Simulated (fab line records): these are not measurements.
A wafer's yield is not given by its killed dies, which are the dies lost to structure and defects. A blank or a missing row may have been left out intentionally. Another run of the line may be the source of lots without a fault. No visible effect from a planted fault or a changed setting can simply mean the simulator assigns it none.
fab line records	flow n5-finfet
record: lots: 7	wafers: 39
route steps=1938 shown BEOL_M5@1160 BEOL_M9@1405 BEOL_M13@1713
start-h: hours from the record's first day to the start of the lot's first wafer shown	wait-h: how many hours have passed since the lot's step before this one	" same as the row above	L1.1+2: a row that stands for several wafers	- either no value or no given start	* or withheld: withheld	< > ~ a bound
route shown NAME@n: NAME is a module with steps in the file, n the number in the route of the first one	usual: mean/standard deviation taken from wafers without a fault	same: alike in all rows	chamber/n: place in a boat	sites: each site's reading	_std_site: how widely they spread, as a standard deviation	_edge_site: the outer-site mean with the inner-site mean subtracted	radius-mm: how far each site lies from the wafer's centre	mask NAME#n: copy n	behind: the tool/chamber that last shaped the wafer	hold: reason for holding the lot/hours on hold/outcome of the hold	device: transistor that didn't switch, given as n, p or np	end of line: the same wafers' tests at the end of the route	step lacking rows: just its recipe	killed: count of dies lost to structure and defects at first sort (not the wafer's yield)	map: per-die view of a wafer (x killed, . not killed, _ where there is no die)
set.NAME: the run value of the setting; set.NAME@STEP: its run value at that earlier step	model.NAME: the simulator's own value behind a step, which no gauge read
lots whose settings were changed on purpose; a table a step, a row a wafer
== steps ==
step: N5_BEOL_M5_TRENCH_ETCH_37
recipe: chemistry: C4F6/O2	target-depth-a: 716.52	target: SiCOH_lowk	time-s: 24.7	ion-energy-ev: 250	pressure-mtorr: 30	source-w: 345	bias-w: 185	Ar_flow_sccm: 300	C4F6_flow_sccm: 10	O2_flow_sccm: 10
lot.wafer	tool	chamber	start-h	wait-h	set.time-s	model.BEOL_M5.feature-depth-nm	model.etch.depth-nm	model.TiN_of_BEOL_M5_HM_DEP_02.thk-nm
L079.1	rie-diel-01	0	-	-	16.05	47	47.04	18.8
L079.2	"	3	"	"	24.7	72.8	72.74	17.8
L079.3	"	1	"	"	24.7	71.4	71.45	18.2
L079.4	"	0	"	"	16.05	47.2	47.15	18.6
L079.5	"	3	"	"	16.05	47.4	47.36	18.8
L079.6	"	1	"	"	24.7	71.8	71.7	18.2
L083.1	rie-diel-06	2	-	-	37.22	107.2	107.2	17
L083.2	"	0	"	"	24.7	70.4	70.43	18.2
L083.3	"	1	"	"	24.7	71.6	71.56	18.2
L083.4	"	2	"	"	37.22	107.4	107.4	17
L083.5	"	0	"	"	24.7	70	69.92	18
L083.6	"	1	"	"	37.22	108.4	108.3	17
L084.1	rie-diel-06	2	-	-	24.7	72	72.06	17.6
L084.5	"	1	"	"	24.7	72.6	72.7	17.8
L084.6	"	2	"	"	24.7	72	71.96	17.8
L086.1	rie-diel-06	3	-	-	34.47	100.4	100.4	16.8
L086.2	"	1	"	"	34.47	100.2	100.1	17
L086.3	"	2	"	"	24.7	71.2	71.2	17.8
L086.4	"	0	"	"	24.7	70	70.02	18
L086.5	"	3	"	"	24.7	72.4	72.48	17.8
L086.6	"	0	"	"	34.47	98.2	98.17	17
L091.1	rie-diel-03	0	-	-	24.7	71.8	71.7	17.8
L091.2	"	1	"	"	24.7	72	72.09	18
L091.3	"	3	"	"	24.7	70.4	70.4	17.8
L091.4	"	0	"	"	24.7	71.2	71.14	18.2
L091.5	"	3	"	"	24.7	70.2	70.24	18
L091.6	"	1	"	"	24.7	71.4	71.36	18
L092.1	rie-diel-06	3	-	-	24.7	73.2	73.26	17.8
L092.2	"	2	"	"	24.7	72.4	72.47	17.8
L092.3	"	1	"	"	24.7	72.6	72.52	17.8
L092.4	"	0	"	"	28.66	82.2	82.25	17.6
L092.5	"	1	"	"	28.66	83.6	83.69	17.6
L092.6	"	2	"	"	28.66	83.4	83.43	17.6
L089.1	rie-diel-03	0	-	-	36.77	105.4	105.3	16.8
L089.2	"	1	"	"	24.7	70.8	70.75	17.8
L089.3	"	3	"	"	24.7	70.6	70.52	17.8
L089.4	"	2	"	"	36.77	106.4	106.4	16.6
L089.5	"	0	"	"	36.77	106.4	106.4	16.8
L089.6	"	3	"	"	24.7	70.2	70.22	17.8
step: N5_BEOL_M5_ETCH_41
recipe: chemistry: CH3F/O2	target: SiCN	target-depth-a: 315	taper-deg: 2	time-s: 56.7	ion-energy-ev: 120	mask-material: TiN	pressure-mtorr: 30	source-w: 395	bias-w: 75	Ar_flow_sccm: 150	CH3F_flow_sccm: 30	O2_flow_sccm: 20
step: N5_BEOL_M5_STRIP_91
recipe: chemistry: N2/H2	time-s: 10	power-w: 450	temp-c: 40	pressure-mtorr: 20	rf-frequency-hz: 6e+07	bias-power-w: 7	n2-flow-sccm: 200	h2-flow-sccm: 200
step: N5_BEOL_M5_OCD_MEAS_38
usual: trench-depth-nm: 71.8/0.94
lot.wafer	tool	chamber	start-h	wait-h	set.time-s@BEOL_M5_TRENCH_ETCH_37	trench-depth-nm
L079.1	ocd-02	-	257.30	-	16.05	46.9
L079.2	"	-	"	"	24.7	72.5
L079.3	"	-	"	"	24.7	71.7
L079.4	"	-	"	"	16.05	46.4
L079.5	"	-	"	"	16.05	46.9
L079.6	"	-	"	"	24.7	71.4
L083.1	ocd-02	-	318.17	-	37.22	107.4
L083.2	"	-	"	"	24.7	69.9
L083.3	"	-	"	"	24.7	71.5
L083.4	"	-	"	"	37.22	107.8
L083.5	"	-	"	"	24.7	70.3
L083.6	"	-	"	"	37.22	108.3
L084.1	ocd-01	-	325.83	-	24.7	72.2
L084.5	"	-	"	"	24.7	72.6
L084.6	"	-	"	"	24.7	72.2
L086.1	ocd-01	-	342.43	-	34.47	100.5
L086.2	"	-	"	"	34.47	99.9
L086.3	"	-	"	"	24.7	70.6
L086.4	"	-	"	"	24.7	69.5
L086.5	"	-	"	"	24.7	72.6
L086.6	"	-	"	"	34.47	97.7
L091.1	ocd-01	-	381.59	-	24.7	71.8
L091.2	"	-	"	"	24.7	72.0
L091.3	"	-	"	"	24.7	69.7
L091.4	"	-	"	"	24.7	70.8
L091.5	"	-	"	"	24.7	70.2
L091.6	"	-	"	"	24.7	71.2
L092.1	ocd-02	-	389.68	-	24.7	73.3
L092.2	"	-	"	"	24.7	72.3
L092.3	"	-	"	"	24.7	72.9
L092.4	"	-	"	"	28.66	82.2
L092.5	"	-	"	"	28.66	83.5
L092.6	"	-	"	"	28.66	83.5
L089.1	ocd-01	-	399.16	-	36.77	105.9
L089.2	"	-	"	"	24.7	70.9
L089.3	"	-	"	"	24.7	70.8
L089.4	"	-	"	"	36.77	106.0
L089.5	"	-	"	"	36.77	106.3
L089.6	"	-	"	"	24.7	70.1
step: N5_BEOL_M5_HM_STRIP_39
recipe: chemistry: peroxide-tin-strip	material: TiN	target-depth-a: 250	temp-c: 50	time-s: 158
step: N5_BEOL_M5_SRD_40
recipe: time-s: 30	temp-c: 23	rinse-liquid: diw	dry: ipa-marangoni
step: N5_BEOL_M5_ECD_50
recipe: material: Cu	target-thk-a: 3000
step: N5_BEOL_M5_ANNEAL_51
recipe: temp-c: 225	time-s: 90	ambient: N2
step: N5_BEOL_M5_CMP_52
recipe: stop-on: SiCOH_lowk	t-overpolish-s: 6.9	down-force-psi: 1	platen-rpm: 50	clearing-platen-down-force-psi: 1.5	clearing-platen-rpm: 50	post-cmp-clean: cu-alkaline	target-thk-nm: 62	clearing-platen-pad-velocity-m-s: 0.99484	pad-velocity-m-s: 0.99484
lot.wafer	tool	chamber	start-h	wait-h	set.time-s@BEOL_M5_TRENCH_ETCH_37	model.Cu_of_BEOL_M5_ECD_50.thk-nm
L079.2	cmp-02	0	263.88	0.2	24.7	63
L079.3	"	1	"	"	24.7	62.2
L079.4	"	2	"	"	16.05	37
L079.1	"	3	"	"	16.05	37.8
L079.5	"	0	"	"	16.05	38.4
L079.6	"	1	"	"	24.7	63.2
L083.2	cmp-02	1	324.16	0.2	24.7	61
L083.1	"	2	"	"	37.22	96.4
L083.3	"	3	"	"	24.7	62.2
L083.4	"	0	"	"	37.22	97
L083.5	"	1	"	"	24.7	59.8
L083.6	"	2	"	"	37.22	99
L084.1	cmp-02	2	332.03	0.4	24.7	62.2
L084.6	"	3	"	"	24.7	61
L084.5	"	0	"	"	24.7	61.8
L086.3	cmp-04	0	348.69	0.2	24.7	61.6
L086.2	"	1	"	"	34.47	92
L086.4	"	2	"	"	24.7	60.4
L086.1	"	3	"	"	34.47	92.4
L086.6	"	0	"	"	34.47	89.2
L086.5	"	1	"	"	24.7	63.6
L091.3	cmp-01	2	387.84	0.2	24.7	61.2
L091.1	"	3	"	"	24.7	62.4
L091.4	"	0	"	"	24.7	60.4
L091.2	"	1	"	"	24.7	61.8
L091.5	"	2	"	"	24.7	59.6
L091.6	"	3	"	"	24.7	62.2
L092.1+3	cmp-01	0,2	396.05	0.5	24.7	63.6
L092.4	"	1	"	"	28.66	72.4
L092.2	"	3	"	"	24.7	64
L092.6	"	0	"	"	28.66	73
L092.5	"	1	"	"	28.66	73.4
L089.2+6	cmp-02	2	405.56	0.2	24.7	60.8
L089.4	"	3	"	"	36.77	95.6
L089.1	"	0	"	"	36.77	94.6
L089.3	"	1	"	"	24.7	61
L089.5	"	3	"	"	36.77	95.4
step: N5_BEOL_M5_THK_MEAS_53
recipe: thk-meas-gauge: xrf	reads: Cu_of_BEOL_M5_ECD_50
usual: M5_THK: 61.4/1.3
lot.wafer	tool	chamber	start-h	wait-h	set.time-s@BEOL_M5_TRENCH_ETCH_37	M5_THK[nm]
L079.1	film-metro-01	-	264.18	-	16.05	37.0
L079.2	"	-	"	"	24.7	61.4
L079.3	"	-	"	"	24.7	60.3
L079.4	"	-	"	"	16.05	36.2
L079.5	"	-	"	"	16.05	37.4
L079.6	"	-	"	"	24.7	61.4
L083.1	film-metro-02	-	324.45	-	37.22	94.1
L083.2	"	-	"	"	24.7	59.7
L083.3	"	-	"	"	24.7	61.1
L083.4	"	-	"	"	37.22	95.3
L083.5	"	-	"	"	24.7	58.6
L083.6	"	-	"	"	37.22	97.2
L084.1	film-metro-01	-	332.21	-	24.7	60.8
L084.5	"	-	"	"	24.7	60.7
L084.6	"	-	"	"	24.7	60.0
L086.1	film-metro-02	-	348.98	-	34.47	91.0
L086.2	"	-	"	"	34.47	91.4
L086.3	"	-	"	"	24.7	61.1
L086.4	"	-	"	"	24.7	59.9
L086.5	"	-	"	"	24.7	62.8
L086.6	"	-	"	"	34.47	88.9
L091.1	film-metro-01	-	388.14	-	24.7	60.5
L091.2	"	-	"	"	24.7	60.1
L091.3	"	-	"	"	24.7	59.5
L091.4	"	-	"	"	24.7	58.6
L091.5	"	-	"	"	24.7	57.8
L091.6	"	-	"	"	24.7	60.5
L092.1	film-metro-01	-	396.35	-	24.7	62.6
L092.2	"	-	"	"	24.7	62.6
L092.3	"	-	"	"	24.7	62.4
L092.4	"	-	"	"	28.66	71.0
L092.5	"	-	"	"	28.66	72.1
L092.6	"	-	"	"	28.66	71.3
L089.1	film-metro-01	-	405.85	-	36.77	93.1
L089.2	"	-	"	"	24.7	59.8
L089.3	"	-	"	"	24.7	59.9
L089.4	"	-	"	"	36.77	93.9
L089.5	"	-	"	"	36.77	94.0
L089.6	"	-	"	"	24.7	59.6
step: N5_BEOL_M5_PRE_CLEAN_77
recipe: gas: NH3/H2	time-s: 15	temp-c: *	rf-power-w: 300
step: N5_BEOL_M5_CO_CAP_78
recipe: material: Co	target-thk-a: 20	temp-c: 200	precursor: CCTBA/H2	pressure-torr: 30	time-s: 102.1
step: N5_BEOL_M5_PRE_CLEAN_55
recipe: gas: NH3	time-s: 15	temp-c: withheld	rf-power-w: 300
step: N5_BEOL_M5_DEP_56
recipe: material: SiCN	target-thk-a: 80	temp-c: withheld	precursor: 3MS/NH3	pressure-torr: 3	rf-w: 202	time-s: 14
step: N5_BEOL_M5_RS_MEAS_57
recipe: thk-meas-gauge: four-point-probe	reads: Co_of_BEOL_M5_CO_CAP_78+Cu_of_BEOL_M5_ECD_50+Co_of_BEOL_M5_CVD_47+TaN_of_BEOL_M5_ALD_86
usual: M5_RS: 0.384/0.0089
lot.wafer	tool	chamber	start-h	wait-h	set.time-s@BEOL_M5_TRENCH_ETCH_37	M5_RS[ohm/sq]
L079.1	film-metro-02	-	264.44	0.0	16.05	0.717
L079.2	"	-	"	"	24.7	0.379
L079.3	"	-	"	"	24.7	0.385
L079.4	"	-	"	"	16.05	0.738
L079.5	"	-	"	"	16.05	0.704
L079.6	"	-	"	"	24.7	0.377
L083.1	film-metro-02	-	324.91	0.0	37.22	0.229
L083.2	"	-	"	"	24.7	0.394
L083.3	"	-	"	"	24.7	0.385
L083.4	"	-	"	"	37.22	0.228
L083.5	"	-	"	"	24.7	0.404
L083.6	"	-	"	"	37.22	0.223
L084.1	film-metro-02	-	332.50	0.1	24.7	0.384
L084.5	"	-	"	"	24.7	0.387
L084.6	"	-	"	"	24.7	0.393
L086.1	film-metro-01	-	349.33	0.1	34.47	0.242
L086.2	"	-	"	"	34.47	0.242
L086.3	"	-	"	"	24.7	0.391
L086.4	"	-	"	"	24.7	0.400
L086.5	"	-	"	"	24.7	0.375
L086.6	"	-	"	"	34.47	0.251
L091.1	film-metro-01	-	388.40	0.0	24.7	0.384
L091.2	"	-	"	"	24.7	0.388
L091.3	"	-	"	"	24.7	0.394
L091.4	"	-	"	"	24.7	0.399
L091.5	"	-	"	"	24.7	0.405
L091.6	"	-	"	"	24.7	0.385
L092.1	film-metro-01	-	397.07	0.0	24.7	0.375
L092.2	"	-	"	"	24.7	0.373
L092.3	"	-	"	"	24.7	0.377
L092.4	"	-	"	"	28.66	0.322
L092.5	"	-	"	"	28.66	0.316
L092.6	"	-	"	"	28.66	0.319
L089.1	film-metro-01	-	406.11	0.0	36.77	0.235
L089.2	"	-	"	"	24.7	0.396
L089.3	"	-	"	"	24.7	0.395
L089.4	"	-	"	"	36.77	0.233
L089.5	"	-	"	"	36.77	0.233
L089.6	"	-	"	"	24.7	0.396
step: N5_BEOL_M9_HM_DEP_02
recipe: material: TiN	target-thk-a: 200	temp-c: 25	chamber-pressure-pa: 0.49996
lot.wafer	tool	chamber	start-h	wait-h	set.target-thk-a	model.TiN_of_BEOL_M9_HM_DEP_02.thk-nm
L079.1+2	pvd-sputter-01	-	288.38	0.0	200	20.2
L079.3	"	-	"	"	266.7	27
L079.4+5	"	-	"	"	266.7	26.8
L079.6	"	-	"	"	200	20
L083.1+5	pvd-sputter-02	-	357.18	1.5	232.8	23.6
L083.2	"	-	"	"	232.8	23.4
L083.3+6	"	-	"	"	200	20.2
L083.4	"	-	"	"	200	20
L084.1+5+6	pvd-sputter-01	-	358.18	0.8	200	20.2
L086.1+2+3+4+5	pvd-sputter-03	-	376.51	0.8	200	19.8
L086.6	"	-	"	"	200	20
L091.1+3+5+6	pvd-sputter-01	-	419.09	0.3	200	20.2
L091.2+4	"	-	"	"	200	20
L092.1	pvd-sputter-02	-	428.16	0.8	200	19.6
L092.2	"	-	"	"	236.8	23.6
L092.3	"	-	"	"	236.8	23.2
L092.4+6	"	-	"	"	200	19.8
L092.5	"	-	"	"	236.8	23.4
L089.1+2+3+4+5+6	pvd-sputter-03	-	437.42	0.8	200	20
step: N5_BEOL_M9_COAT_59
recipe: resist: SOC	temp-c: 250	time-s: 60	spin-rpm: 1500	resist-thk-nm: 100
step: N5_BEOL_M9_COAT_60
recipe: resist: SiARC	temp-c: 220	time-s: 60	spin-rpm: 1500	resist-thk-nm: 30
step: N5_BEOL_M9_STRIP_68
recipe: chemistry: N2/H2	temp-c: 40	n2-flow-sccm: 200	h2-flow-sccm: 200	rf-frequency-hz: 6e+07
step: N5_BEOL_M9_STRIP_67
recipe: chemistry: CF4	resist: SiARC	power-w: 300	bias-power-w: 75	pressure-mtorr: 50	cf4-flow-sccm: 150	rf-frequency-hz: 6e+07
step: N5_BEOL_M9_HM_OPEN_17
recipe: chemistry: Cl2/BCl3	target-depth-a: 200	overetch-a: 60	target: TiN	mask-material: SOC	ion-energy-ev: 150	pressure-mtorr: 10	icp-w: 1000	bias-w: 126	Cl2_flow_sccm: 53.25	bcl3-flow-sccm: 21.75	Ar_flow_sccm: 25
lot.wafer	tool	chamber	start-h	wait-h	set.target-thk-a@BEOL_M9_HM_DEP_02	model.etch.depth-nm
L079.1	rie-metal-01	0	289.26	0.0	200	20.12
L079.2	"	1	"	"	200	20.22
L079.3	"	0	"	"	266.7	26.57
L079.4	"	1	"	"	266.7	26.69
L079.5	"	0	"	"	266.7	26.49
L079.6	"	1	"	"	200	20.08
L083.1	rie-metal-02	0	357.91	0.0	232.8	23.6
L083.2	"	1	"	"	232.8	23.36
L083.3	"	0	"	"	200	20.19
L083.4	"	1	"	"	200	20.03
L083.5	"	1	"	"	232.8	23.55
L083.6	"	0	"	"	200	20.12
L084.1	rie-metal-03	0	358.91	0.0	200	20.27
L084.5	"	0	"	"	200	20.17
L084.6	"	1	"	"	200	20.14
L086.1+4	rie-metal-01	1,0	377.37	0.0	200	19.85
L086.2+5	"	0	"	"	200	19.86
L086.3	"	1	"	"	200	19.81
L086.6	"	1	"	"	200	20
L091.1	rie-metal-02	1	420.07	0.0	200	20.23
L091.2	"	0	"	"	200	19.99
L091.3	"	0	"	"	200	20.24
L091.4	"	1	"	"	200	20.01
L091.5	"	0	"	"	200	20.18
L091.6	"	1	"	"	200	20.12
L092.1	rie-metal-02	0	429.02	0.0	200	19.63
L092.2	"	1	"	"	236.8	23.57
L092.3	"	1	"	"	236.8	23.3
L092.4	"	0	"	"	200	19.87
L092.5	"	1	"	"	236.8	23.5
L092.6	"	0	"	"	200	19.71
L089.1	rie-metal-03	0	438.31	0.0	200	19.93
L089.2	"	1	"	"	200	20
L089.3	"	1	"	"	200	20.02
L089.4	"	0	"	"	200	20.03
L089.5	"	0	"	"	200	19.95
L089.6	"	1	"	"	200	19.91
step: N5_BEOL_M13_DEP_53
recipe: material: SiCN	target-thk-a: 500	temp-c: withheld	precursor: 3MS/NH3	pressure-torr: 3	rf-w: 675	time-s: 17.8
lot.wafer	tool	chamber	start-h	wait-h	set.time-s	model.SiCN_of_BEOL_M13_DEP_53.thk-nm
L079.1	pecvd-01	2	318.80	0.0	17.8	50.8
L079.2+3	"	0,1	"	"	17.8	50
L079.4	"	0	"	"	17.8	51
L079.5	"	2	"	"	17.8	51.2
L079.6	"	1	"	"	17.8	50.4
L083.1	pecvd-03	1	388.77	0.0	27.89	77
L083.2	"	0	"	"	17.8	50
L083.3	"	2	"	"	27.89	76.8
L083.4	"	0	"	"	27.89	78.4
L083.5+6	"	1,2	"	"	17.8	50.4
L084.1	pecvd-03	0	396.63	0.0	17.8	49.6
L084.5	"	0	"	"	17.8	50.2
L084.6	"	1	"	"	17.8	50
L086.1	pecvd-01	1	411.59	0.0	12.92	36.4
L086.2	"	2	"	"	17.8	50.4
L086.3	"	0	"	"	17.8	50.8
L086.4	"	0	"	"	12.92	36.8
L086.5	"	1	"	"	12.92	37.8
L086.6	"	2	"	"	17.8	50.2
L091.1	pecvd-01	0	455.02	0.0	26.67	73.2
L091.2	"	1	"	"	17.8	48.6
L091.3	"	2	"	"	26.67	73.8
L091.4	"	1	"	"	26.67	74.4
L091.5	"	0	"	"	17.8	50.4
L091.6	"	2	"	"	17.8	50.2
L092.1	pecvd-03	0	467.72	0.0	11.86	34.4
L092.2	"	1	"	"	11.86	33.8
L092.3	"	2	"	"	17.8	49.8
L092.4	"	0	"	"	17.8	51
L092.5	"	2	"	"	17.8	51.2
L092.6	"	1	"	"	11.86	34.6
L089.1	pecvd-02	2	475.19	0.0	17.8	49.2
L089.2	"	1	"	"	17.8	48.2
L089.3	"	0	"	"	24.77	68
L089.4	"	0	"	"	24.77	69.4
L089.5	"	2	"	"	24.77	68.8
L089.6	"	1	"	"	17.8	49.8
== key ==
split: step: N5_BEOL_M5_TRENCH_ETCH_37	setting: time-s	stated: 24.7	by: wafer
response: step: N5_BEOL_M5_TRENCH_ETCH_37	reading: model.BEOL_M5.feature-depth-nm	change: +0.721	per: 1%	r: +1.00
response: step: N5_BEOL_M5_TRENCH_ETCH_37	reading: model.etch.depth-nm	change: +0.721	per: 1%	r: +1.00
response: step: N5_BEOL_M5_TRENCH_ETCH_37	reading: model.TiN_of_BEOL_M5_HM_DEP_02.thk-nm	change: -0.0216	per: 1%	r: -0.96
response: step: N5_BEOL_M5_OCD_MEAS_38	reading: trench-depth-nm	change: +0.723	per: 1%	r: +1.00
response: step: N5_BEOL_M5_CMP_52	reading: model.Cu_of_BEOL_M5_ECD_50.thk-nm	change: +0.714	per: 1%	r: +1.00
response: step: N5_BEOL_M5_THK_MEAS_53	reading: M5_THK	change: +0.702	per: 1%	r: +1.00
response: step: N5_BEOL_M5_RS_MEAS_57	reading: M5_RS	shape: bent	at-lowest: 0.720	at-stated: 0.388	at-highest: 0.227
split: step: N5_BEOL_M9_HM_DEP_02	setting: target-thk-a	stated: 200	by: wafer
response: step: N5_BEOL_M9_HM_DEP_02	reading: model.TiN_of_BEOL_M9_HM_DEP_02.thk-nm	change: +0.202	per: 1%	r: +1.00
response: step: N5_BEOL_M9_HM_OPEN_17	reading: model.etch.depth-nm	change: +0.197	per: 1%	r: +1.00
split: step: N5_BEOL_M13_DEP_53	setting: time-s	stated: 17.8	by: wafer
response: step: N5_BEOL_M13_DEP_53	reading: model.SiCN_of_BEOL_M13_DEP_53.thk-nm	change: +0.486	per: 1%	r: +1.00
